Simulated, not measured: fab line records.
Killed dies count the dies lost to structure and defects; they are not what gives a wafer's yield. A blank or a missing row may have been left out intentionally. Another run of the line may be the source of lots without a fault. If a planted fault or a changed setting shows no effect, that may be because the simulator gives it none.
fab line records ; flow n5-finfet
record: lots: 6; wafers: 17; last-day: 17
route steps=1938 shown HKMG_FIN@421 BEOL_M4@1111 PASSIVATION@1936
lots that met no fault: from a run of the same line without faults
start-h: hours from the record's opening day to when the first of the lot's shown wafers began ; wait-h: time in hours since the lot's previous step ; " identical to the entry in the row above ; L1.1+2: several wafers, shown together as one row ; - value missing, or start not given ; * or withheld: withheld ; < > ~ a bound
route shown NAME@n: names a module that has steps shown in the file, with the first one's number in the route ; usual: mean/standard deviation taken from wafers without a fault ; same: alike in all rows ; chamber/n: place in a boat ; sites: each site's reading ; _std_site: standard deviation of those values ; _edge_site: outer sites' mean less inner sites' ; radius-mm: how far each site lies from the wafer's centre ; mask NAME#n: copy n ; behind: the last tool/chamber to shape the wafer ; hold: why the lot was held/for how many hours/how that ended ; device: names the non-switching transistor (n, p or np) ; end of line: tests of these same wafers at the route's end ; a step without rows: its recipe alone ; killed: the dies lost at the first sort to structure and to defects; this is not the yield of the wafer ; map: shows each die of a wafer: x if killed, . if not, _ if none is there
set.NAME: the setting as run; set.NAME@STEP: as run at that earlier step ; model.NAME: the simulator's own value behind a step, which no gauge read
lots at some steps of the route; a table a step, a row a wafer
services: the hour from which a tool's chamber was out of use, counted from the record's first day as start-h (under 0 if before that day), plus the number of hours and why
== steps ==
step: N5_HKMG_FIN_PWFM_ALD_03
recipe: material: TiN; target-thk-a: 20; temp-c: 400; ald-precursor-family: TiCl4; ald-co-reactant: NH3; pulse-time-s: 1; purge-time-s: 3; co-reactant-purge-time-s: 2; co-reactant-pulse-time-s: 2; ald-cycles: 91; pressure-torr: 3
usual: heater-power-w: 882/83; precursor-pulse-height-rel: 0.999/0.018
lot.wafer;tool;chamber;start-h;wait-h;heater-power-w;precursor-pulse-height-rel
L922.3;ald-metal-01;2;100.11;0.0;747;1.012
L922.4;ald-metal-01;0;100.11;0.0;954;0.994
L922.6;ald-metal-01;0;100.11;0.0;929;1.029
L927.1;ald-metal-01;0;129.27;0.0;939;1.012
L927.5;ald-metal-01;0;129.27;0.0;966;0.996
L927.6;ald-metal-01;3;129.27;0.0;726;0.968
L933.3;ald-metal-01;1;167.70;0.0;920;1.009
L933.4;ald-metal-01;0;167.70;0.0;957;0.982
L934.2;ald-metal-01;1;170.73;0.0;932;0.992
L934.5;ald-metal-01;1;170.73;0.0;926;1.026
L934.6;ald-metal-01;2;170.73;0.0;753;0.954
L937.1;ald-metal-03;0;187.01;0.0;947;1.024
L937.3;ald-metal-03;3;187.01;0.0;898;0.996
L937.4;ald-metal-03;1;187.01;0.0;906;1.000
L940.3;ald-metal-03;1;207.73;0.0;917;1.032
L940.4;ald-metal-03;2;207.73;0.0;1010;1.029
L940.6;ald-metal-03;1;207.73;0.0;916;1.010
step: N5_HKMG_FIN_COAT_29
recipe: resist: SOC; temp-c: 250; time-s: 60; spin-rpm: 1500; resist-thk-nm: 300
step: N5_HKMG_FIN_COAT_30
recipe: resist: SiARC; temp-c: 220; time-s: 60; spin-rpm: 1500; resist-thk-nm: 35
step: N5_HKMG_FIN_COAT_06
recipe: resist: CAR-ArF; spin-rpm: 1500; resist-thk-nm: 90
step: N5_HKMG_FIN_EBR_08
recipe: solvent: PGMEA; ebr-width-mm: 1.5
step: N5_HKMG_FIN_SOFTBAKE_07
recipe: temp-c: 110; time-s: 60; resist: CAR-ArF
step: N5_HKMG_FIN_EXPOSE_09
recipe: mask-id: NWFM; na: 1.35; source-shape: conventional; sigma-outer: 0.8; polarization: unpolarized; dose-mj: 39.25
step: N5_HKMG_FIN_PEB_10
recipe: peb-temp-c: withheld; peb-time-s: 60; resist: CAR-ArF
step: N5_HKMG_FIN_DEVELOP_11
recipe: develop-time-s: 30; developer: TMAH; resist: CAR-ArF; dev-temp-c: 23; rinse-liquid: diw; dry: air-spin
step: N5_HKMG_FIN_CD_MEAS_12
recipe: target-cd-nm: 92.8; landing-energy-ev: 500; detector: se-inlens
usual: cd-nm: 93.1/0.7
lot.wafer;tool;chamber;start-h;wait-h;cd-nm
L922.3;cd-sem-03;0;100.95;-;92.8
L922.4;cd-sem-03;0;100.95;-;93.3
L922.6;cd-sem-03;0;100.95;-;93.5
L927.1;cd-sem-01;0;130.11;-;93.1
L927.5;cd-sem-01;0;130.11;-;93.5
L927.6;cd-sem-01;0;130.11;-;94.3
L933.3;cd-sem-01;0;168.41;-;91.8
L933.4;cd-sem-01;0;168.41;-;92.3
L934.2;cd-sem-02;0;171.44;-;92.7
L934.5;cd-sem-02;0;171.44;-;92.9
L934.6;cd-sem-02;0;171.44;-;94.1
L937.1;cd-sem-02;0;187.85;-;91.9
L937.3;cd-sem-02;0;187.85;-;92.6
L937.4;cd-sem-02;0;187.85;-;92.6
L940.3;cd-sem-02;0;208.57;-;92.2
L940.4;cd-sem-02;0;208.57;-;93.0
L940.6;cd-sem-02;0;208.57;-;93.4
step: N5_HKMG_FIN_OVL_MEAS_13
recipe: points-per-wafer: 44
usual: NWFM_OVL: -0.2/0.68
lot.wafer;tool;chamber;start-h;wait-h;NWFM_OVL[nm]
L922.3;overlay-02;0;100.98;0.0;-0.9
L922.4;overlay-02;0;100.98;0.0;-0.7
L922.6;overlay-02;0;100.98;0.0;0.4
L927.1;overlay-01;0;130.14;0.0;-0.2
L927.5;overlay-01;0;130.14;0.0;0.1
L927.6;overlay-01;0;130.14;0.0;-1.2
L933.3;overlay-02;0;168.44;0.0;-0.2
L933.4;overlay-02;0;168.44;0.0;0.3
L934.2;overlay-02;0;171.47;0.0;0.8
L934.5;overlay-02;0;171.47;0.0;0.7
L934.6;overlay-02;0;171.47;0.0;-0.2
L937.1;overlay-01;0;187.88;0.0;0.7
L937.3;overlay-01;0;187.88;0.0;0.5
L937.4;overlay-01;0;187.88;0.0;0.5
L940.3;overlay-02;0;208.60;0.0;0.3
L940.4;overlay-02;0;208.60;0.0;0.8
L940.6;overlay-02;0;208.60;0.0;0.7
step: N5_HKMG_FIN_INSPECT_14
recipe: mode: adi; inspect-instrument: macro
usual: raw-defect-count: 2.2/1.5
lot.wafer;tool;chamber;start-h;wait-h;raw-defect-count
L922.3;defect-inspect-01;-;101.00;0.0;3
L922.4;defect-inspect-01;-;101.00;0.0;0
L922.6;defect-inspect-01;-;101.00;0.0;0
L927.1;defect-inspect-02;-;130.16;0.0;3
L927.5;defect-inspect-02;-;130.16;0.0;0
L927.6;defect-inspect-02;-;130.16;0.0;4
L933.3;defect-inspect-02;-;168.46;0.0;1
L933.4;defect-inspect-02;-;168.46;0.0;2
L934.2;defect-inspect-02;-;171.50;0.0;3
L934.5;defect-inspect-02;-;171.50;0.0;0
L934.6;defect-inspect-02;-;171.50;0.0;0
L937.1;defect-inspect-01;-;187.90;0.0;2
L937.3;defect-inspect-01;-;187.90;0.0;2
L937.4;defect-inspect-01;-;187.90;0.0;1
L940.3;defect-inspect-02;-;208.63;0.0;3
L940.4;defect-inspect-02;-;208.63;0.0;1
L940.6;defect-inspect-02;-;208.63;0.0;2
step: N5_HKMG_FIN_DESCUM_17
recipe: chemistry: O2; time-s: 7.9; source-power-w: 50; bias-power-w: 20; pressure-mtorr: 20; rf-frequency-hz: 2.712e+07; temp-c: 40; resist: CAR-ArF; o2-flow-sccm: 225
usual: drypump-motor-current-A: 5.6/0.41; oes-product-au: 0.77/0.088; rf-vpp-V: 242.8/1.4; showerhead-plenum-p-Torr: 2.08/0.064; throttle-valve-pct: 20.43/0.22
lot.wafer;tool;chamber;start-h;wait-h;drypump-motor-current-A;oes-product-au;rf-hours-counter-h;rf-vpp-V;showerhead-plenum-p-Torr;throttle-valve-pct;model.CAR-ArF_of_HKMG_FIN_COAT_06.thk-nm
L922.3;rie-diel-06;0;101.04;0.0;5.0;0.73;203;244.5;2.19;20.74;83.2
L922.4;rie-diel-06;2;101.04;0.0;5.7;0.68;-;240.2;1.98;20.44;83.4
L922.6;rie-diel-06;1;101.04;0.0;5.4;0.79;-;244.4;2.10;20.06;83.2
L927.1;rie-diel-06;2;130.19;0.0;5.6;0.68;239;240.6;1.98;20.47;83.2
L927.5;rie-diel-06;3;130.19;0.0;6.4;0.72;-;242.8;2.00;20.31;83.4
L927.6;rie-diel-06;2;130.19;0.0;5.6;0.67;-;240.4;1.98;20.46;83.8
L933.3;rie-diel-06;3;168.98;0.5;6.4;0.71;194;243.1;1.99;20.31;82.8
L933.4;rie-diel-06;3;168.98;0.5;6.4;0.72;-;241.5;1.99;20.33;84
L934.2;rie-diel-06;0;171.83;0.3;5.0;0.70;233;243.9;2.18;20.79;83.8
L934.5;rie-diel-06;3;171.83;0.3;6.4;0.72;-;241.7;1.99;20.34;83.4
L934.6;rie-diel-06;1;171.83;0.3;5.4;0.77;-;241.3;2.09;20.11;82.6
L937.1;rie-diel-05;3;187.94;0.0;5.2;0.91;19;242.6;2.05;20.49;83.2
L937.3;rie-diel-05;1;187.94;0.0;5.2;0.71;192;244.2;2.08;20.45;83
L937.4;rie-diel-05;0;187.94;0.0;5.7;0.71;196;243.7;2.07;20.47;83.2
L940.3;rie-diel-03;0;208.66;0.0;6.1;0.81;113;241.9;2.03;20.56;83.4
L940.4;rie-diel-03;2;208.66;0.0;6.2;0.73;181;240.0;2.00;20.50;83
L940.6;rie-diel-03;1;208.66;0.0;5.3;0.94;-;244.5;2.16;20.59;83.4
step: N5_HKMG_FIN_ETCH_31
recipe: chemistry: CF4; target: SiARC; target-depth-a: 455; mask-material: CAR-ArF; time-s: 75.8; ion-energy-ev: 80; pressure-mtorr: 40; source-w: 545; bias-w: 36; Ar_flow_sccm: 100; cf4-flow-sccm: 100; ends: cleared
usual: drypump-motor-current-A: 5.6/0.41; etch-rf-on-time-s: 75.1/1.7; oes-product-au: 0.66/0.072; rf-vpp-V: 183.9/1.1; showerhead-plenum-p-Torr: 2.12/0.059; throttle-valve-pct: 15.60/0.19
lot.wafer;tool;chamber;start-h;wait-h;drypump-motor-current-A;etch-rf-on-time-s;oes-product-au;rf-hours-counter-h;rf-vpp-V;showerhead-plenum-p-Torr;throttle-valve-pct;model.CAR-ArF_of_HKMG_FIN_COAT_06.thk-nm
L922.3;rie-diel-06;0;101.07;0.0;5.0;78.4;0.61;203;183.9;2.21;15.78;50.6
L922.4;rie-diel-06;2;101.07;0.0;5.7;77.5;0.58;-;183.3;2.03;15.72;50.8
L922.6;rie-diel-06;1;101.07;0.0;5.4;74.7;0.68;-;184.1;2.15;15.27;50.8
L927.1;rie-diel-06;2;130.23;0.0;5.6;78.3;0.58;239;183.5;2.03;15.75;50.6
L927.5;rie-diel-06;3;130.23;0.0;6.4;75.6;0.62;-;183.8;2.05;15.56;50.8
L927.6;rie-diel-06;2;130.23;0.0;5.7;77.8;0.58;-;183.3;2.03;15.76;51.2
L933.3;rie-diel-06;3;169.01;0.0;6.4;76.3;0.62;194;183.0;2.04;15.60;50
L933.4;rie-diel-06;3;169.01;0.0;6.4;76.8;0.60;-;182.1;2.04;15.61;51.4
L934.2;rie-diel-06;0;171.87;0.0;5.0;77.6;0.58;233;185.5;2.20;15.83;51.2
L934.5;rie-diel-06;3;171.87;0.0;6.4;75.3;0.61;-;182.9;2.04;15.59;50.8
L934.6;rie-diel-06;1;171.87;0.0;5.4;73.9;0.66;-;183.9;2.14;15.35;50.2
L937.1;rie-diel-05;3;187.97;0.0;5.2;73.6;0.78;19;184.0;2.10;15.59;50.6
L937.3;rie-diel-05;1;187.97;0.0;5.2;76.8;0.61;192;183.1;2.12;15.65;50.4
L937.4;rie-diel-05;0;187.97;0.0;5.7;74.5;0.61;196;184.4;2.12;15.71;50.6
L940.3;rie-diel-03;0;208.69;0.0;6.1;74.4;0.68;113;183.5;2.07;15.64;50.8
L940.4;rie-diel-03;2;208.69;0.0;6.2;73.4;0.63;181;183.3;2.04;15.65;50.4
L940.6;rie-diel-03;1;208.69;0.0;5.3;74.0;0.80;-;184.2;2.18;15.55;50.8
step: N5_HKMG_FIN_ETCH_32
recipe: chemistry: N2/H2; target: SOC; target-depth-a: 2400; temp-c: 40; time-s: 300; ion-energy-ev: 200; mask-material: SiARC; pressure-mtorr: 30; source-w: 840; bias-w: 150; n2-flow-sccm: 200; h2-flow-sccm: 200
usual: drypump-motor-current-A: 5.6/0.41; oes-product-au: 0.78/0.086; rf-vpp-V: 523.4/2.1; showerhead-plenum-p-Torr: 2.52/0.071; throttle-valve-pct: 17.80/0.22
lot.wafer;tool;chamber;start-h;wait-h;drypump-motor-current-A;oes-product-au;rf-hours-counter-h;rf-vpp-V;showerhead-plenum-p-Torr;throttle-valve-pct
L922.3;rie-diel-06;0;101.13;0.0;5.0;0.71;203;525.1;2.62;18.00
L922.4;rie-diel-06;2;101.13;0.0;5.6;0.68;-;519.0;2.41;17.83
L922.6;rie-diel-06;1;101.13;0.0;5.4;0.80;-;523.7;2.55;17.37
L927.1;rie-diel-06;2;130.28;0.0;5.6;0.68;239;519.3;2.41;17.87
L927.5;rie-diel-06;3;130.28;0.0;6.4;0.74;-;521.3;2.42;17.70
L927.6;rie-diel-06;2;130.28;0.0;5.6;0.68;-;520.7;2.41;17.86
L933.3;rie-diel-06;3;169.07;0.0;6.4;0.72;194;520.5;2.41;17.74
L933.4;rie-diel-06;3;169.07;0.0;6.5;0.73;-;520.0;2.41;17.75
L934.2;rie-diel-06;0;171.92;0.0;5.1;0.69;233;527.3;2.61;18.04
L934.5;rie-diel-06;3;171.92;0.0;6.5;0.71;-;521.9;2.41;17.74
L934.6;rie-diel-06;1;171.92;0.0;5.4;0.78;-;523.5;2.54;17.41
L937.1;rie-diel-05;3;188.03;0.0;5.2;0.93;19;522.4;2.49;17.89
L937.3;rie-diel-05;1;188.03;0.0;5.2;0.72;192;524.4;2.52;17.94
L937.4;rie-diel-05;0;188.03;0.0;5.7;0.72;196;522.9;2.52;17.86
L940.3;rie-diel-03;0;208.75;0.0;6.1;0.80;113;521.1;2.44;17.72
L940.4;rie-diel-03;2;208.75;0.0;6.2;0.75;181;521.5;2.44;18.01
L940.6;rie-diel-03;1;208.75;0.0;5.3;0.94;-;524.2;2.60;17.91
step: N5_BEOL_M4_RC_MEAS_101
usual: DIBL_N: 35.8/1.8; DIBL_P: 35.6/2; IOFF_N: 0.148/0.028; IOFF_P: 0.20/0.034; ION_N: 672/12; ION_P: 462/8.5; SS_N: 71.2/0.65; SS_P: 73.1/0.67; VT_N: 251/3.3; VT_P: -251/3.8
lot.wafer;tool;chamber;start-h;wait-h;DIBL_N[mV/V];DIBL_P[mV/V];IOFF_N[nA/um];IOFF_P[nA/um];ION_N[uA/um];ION_P[uA/um];SS_N[mV/dec];SS_P[mV/dec];VT_N[mV];VT_P[mV]
L922.3;prober-01;0;199.54;0.3;35.2;36.5;0.132;0.17;638;442;71.7;72.6;254;-257
L922.4;prober-01;0;199.54;0.3;31.6;32.8;0.093;0.13;660;455;70.1;71.9;256;-259
L922.6;prober-01;0;199.54;0.3;34.8;36.1;0.130;0.17;670;458;70.1;72.0;254;-256
L927.1;prober-02;0;218.10;0.0;36.0;35.9;0.134;0.21;676;468;71.1;72.8;253;-247
L927.5;prober-02;0;218.10;0.0;36.2;35.7;0.143;0.20;680;466;70.4;73.2;251;-247
L927.6;prober-02;0;218.10;0.0;35.4;35.4;0.123;0.20;659;465;71.1;73.1;253;-251
L933.3;prober-02;0;262.29;0.3;35.9;35.7;0.171;0.24;679;466;71.1;74.0;248;-247
L933.4;prober-02;0;262.29;0.3;33.3;33.4;0.128;0.21;660;468;70.8;72.4;250;-249
L934.2;prober-01;0;262.67;0.2;38.2;38.2;0.196;0.23;683;467;71.8;73.7;247;-250
L934.5;prober-01;0;262.67;0.2;35.0;34.7;0.128;0.17;668;462;71.6;73.6;254;-257
L934.6;prober-01;0;262.67;0.2;34.9;34.4;0.134;0.18;679;459;70.9;72.8;254;-252
L937.1;prober-02;0;273.76;0.0;34.3;33.8;0.113;0.16;658;452;70.9;72.3;258;-257
L937.3;prober-02;0;273.76;0.0;33.6;33.0;0.107;0.14;659;453;70.2;71.4;256;-256
L937.4;prober-02;0;273.76;0.0;38.4;39.4;0.190;0.24;689;467;71.5;73.6;249;-251
L940.3;prober-02;0;307.18;0.3;34.2;33.6;0.128;0.18;679;463;70.3;72.2;254;-252
L940.4;prober-02;0;307.18;0.3;34.9;33.6;0.130;0.17;678;462;71.0;72.6;253;-252
L940.6;prober-02;0;307.18;0.3;36.6;35.9;0.153;0.21;687;471;71.3;73.1;250;-248
step: N5_PASSIVATION_PROBE_49
usual: defect-limited-yield: 91.3/1.5; killed_at_M0_to_M3: 34/11; killed_at_M4_up: 14/6.1; killed-at-contacts: 12/5.9; killed-at-front-end: 39/11; killed-at-other: 4/3.3; killed-dies: 102/18; killed-open: 67/13; killed-short: 33/7.9; sort_bin_5_function: 5.1/1; sort_bin_6_memory: 3.3/0.7; sort_bin_8_speed: 0.1/0.69; sort-n-pass: 1077/19; sort-yield-pct: 91.3/1.6
same: gross-dies: 1180; killed-at-back-side: 0; sort_bin_4_leakage[%]: 0
lot.wafer;tool;chamber;start-h;wait-h;defect-limited-yield[%];killed_at_M0_to_M3;killed_at_M4_up;killed-at-contacts;killed-at-front-end;killed-at-other;killed-dies;killed-open;killed-short;sort_bin_5_function[%];sort_bin_6_memory[%];sort_bin_8_speed[%];sort-n-pass;sort-yield-pct[%]
L927.1;prober-01;-;322.02;0.0;92.4;28;8;7;40;7;90;49;33;4.1;2.6;0;1090;92.4
L927.5;prober-01;-;322.22;0.2;90.3;37;14;13;46;4;114;60;50;4.7;4.2;0;1066;90.3
L927.6;prober-01;-;322.27;0.3;90.7;28;15;10;56;1;110;75;30;5.8;2.8;0;1070;90.7
L934.2;prober-02;-;376.34;0.1;90.2;36;16;15;48;1;116;81;33;5.4;4.2;0;1064;90.2
L934.5;prober-02;-;376.49;0.2;90.6;28;37;7;34;5;111;80;24;5.8;3.2;0;1069;90.6
L934.6;prober-02;-;376.54;0.3;89.0;40;30;10;44;6;130;95;32;5.6;5.0;0;1050;89.0
L940.3;prober-01;-;405.57;0.1;89.5;48;13;19;43;1;124;90;34;5.8;4.4;0;1056;89.5
L940.4;prober-01;-;405.62;0.2;92.2;37;10;6;34;5;92;58;32;4.7;2.7;0;1088;92.2
L940.6;prober-01;-;405.72;0.3;87.7;42;34;28;35;6;145;96;48;8.1;4.1;0;1035;87.7
killed by level:class
L927.1 BEOL_M0_SAQP:geometric-particle:short=10 GATE_CUT:geometric-particle:open=9 BEOL_M1:geometric-particle:open=6 HKMG_FIN:area-etch=6 STI_FIN_REVEAL:geometric-particle:open=5 MOL_CONTACT_COAG:geometric-particle:short=4 BEOL_M0_SAQP:geometric-particle:open=4 STARTING-WAFER:geometric-particle:open=4
L927.5 BEOL_M0_SAQP:geometric-particle:short=13 BEOL_M0_SAQP:geometric-particle:open=10 GATE_CUT:geometric-particle:short=9 STI_FIN_REVEAL:geometric-particle:open=8 BEOL_M4:geometric-particle:open=8 FIN_SAQP:geometric-particle:open=7 MOL_CONTACT_COAG:geometric-particle:open=7 MOL_CONTACT_COAG:geometric-particle:short=6
L927.6 STI_FIN_REVEAL:geometric-particle:open=17 MOL_CONTACT_COAG:geometric-particle:open=9 FIN_SAQP:geometric-particle:open=8 BEOL_M2:geometric-particle:open=7 BEOL_M2:geometric-particle:short=7 GATE_CUT:geometric-particle:open=6 DUMMY_GATE:geometric-particle:open=5 STI_FIN_REVEAL:geometric-particle:short=4
L934.2 BEOL_M2:geometric-particle:open=16 STI_FIN_REVEAL:geometric-particle:open=14 FIN_SAQP:geometric-particle:open=10 MOL_CONTACT_COAG:geometric-particle:open=9 BEOL_M0_SAQP:geometric-particle:open=8 DUMMY_GATE:geometric-particle:open=7 MOL_CONTACT_COAG:geometric-particle:short=6 FIN_SAQP:geometric-particle:short=5
L934.5 BEOL_M4:geometric-particle:open=20 BEOL_M2:geometric-particle:open=10 FIN_SAQP:geometric-particle:open=7 STI_FIN_REVEAL:geometric-particle:open=7 DUMMY_GATE:geometric-particle:open=5 MOL_CONTACT_COAG:geometric-particle:open=5 BEOL_M3:geometric-particle:open=5 BEOL_M5:geometric-particle:open=5
L934.6 BEOL_M4:geometric-particle:open=16 STI_FIN_REVEAL:geometric-particle:open=14 BEOL_M2:geometric-particle:open=14 MOL_CONTACT_COAG:geometric-particle:open=10 FIN_SAQP:geometric-particle:short=6 BEOL_M0_SAQP:geometric-particle:short=6 ILD0:geometric-particle:open=6 BEOL_M3:geometric-particle:open=6
L940.3 MOL_CONTACT_COAG:geometric-particle:open=16 BEOL_M0_SAQP:geometric-particle:short=10 STI_FIN_REVEAL:geometric-particle:open=10 BEOL_M0_SAQP:geometric-particle:open=10 FIN_SAQP:geometric-particle:open=9 BEOL_M1:geometric-particle:open=8 BEOL_M2:geometric-particle:open=7 GATE_CUT:geometric-particle:short=6
L940.4 BEOL_M2:geometric-particle:open=7 BEOL_M0_SAQP:geometric-particle:open=7 BEOL_M1:geometric-particle:open=7 FIN_SAQP:geometric-particle:open=6 BEOL_M3:geometric-particle:open=5 STI_FIN_REVEAL:geometric-particle:open=5 GATE_CUT:geometric-particle:short=5 BEOL_M0_SAQP:geometric-particle:short=5
L940.6 MOL_CONTACT_COAG:geometric-particle:open=23 BEOL_M4:geometric-particle:open=18 BEOL_M3:geometric-particle:open=11 BEOL_M0_SAQP:geometric-particle:short=9 BEOL_M2:geometric-particle:open=7 STI_FIN_REVEAL:geometric-particle:open=6 FIN_SAQP:geometric-particle:short=5 DUMMY_GATE:geometric-particle:open=5
== services ==
tool;chamber;start-h;hours;kind
rie-diel-06;3;94.68;12.9;repair
rie-diel-03;1;121.14;-;clean
rie-diel-03;1;121.14;-;consumable-replace:focus-ring
rie-diel-03;1;121.14;33.9;scheduled-down
rie-diel-03;1;121.14;33.9;vent-cycle
rie-diel-05;3;128.67;-;clean
rie-diel-05;3;128.67;-;consumable-replace:focus-ring
rie-diel-05;3;128.67;11.6;scheduled-down
rie-diel-05;3;128.67;11.6;vent-cycle
ald-metal-03;0;149.94;1.9;repair
rie-diel-06;2;158.01;-;clean
rie-diel-06;2;158.01;-;consumable-replace:focus-ring
rie-diel-06;2;158.01;-;consumable-replace:showerhead
rie-diel-06;2;158.01;24.5;scheduled-down
rie-diel-06;2;158.01;24.5;vent-cycle
rie-diel-05;2;169.34;16.3;repair
rie-diel-05;0;170.33;5.8;repair
== key ==
first-sign none at tools or gauges
model-effect: step: N5_HKMG_FIN_DESCUM_17; value: CAR-ArF_of_HKMG_FIN_COAT_06.thk-nm; without: 83.6; struck: 82.7
model-effect: step: N5_HKMG_FIN_ETCH_31; value: CAR-ArF_of_HKMG_FIN_COAT_06.thk-nm; without: 51; struck: 50.1
met-at N5_HKMG_FIN_DESCUM_17
struck-wafers L933.3,L934.6
onset-between 130.19 168.98
fault: kind: process-parameter-drift; tool: rie-diel-06; chamber: -; onset-h: 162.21; steps: N5_HKMG_FIN_DESCUM_17; channel: time-s; offset: *; shape: step; end-h: 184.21; scope: struck-wafers-only; acts-in: *; stated: *
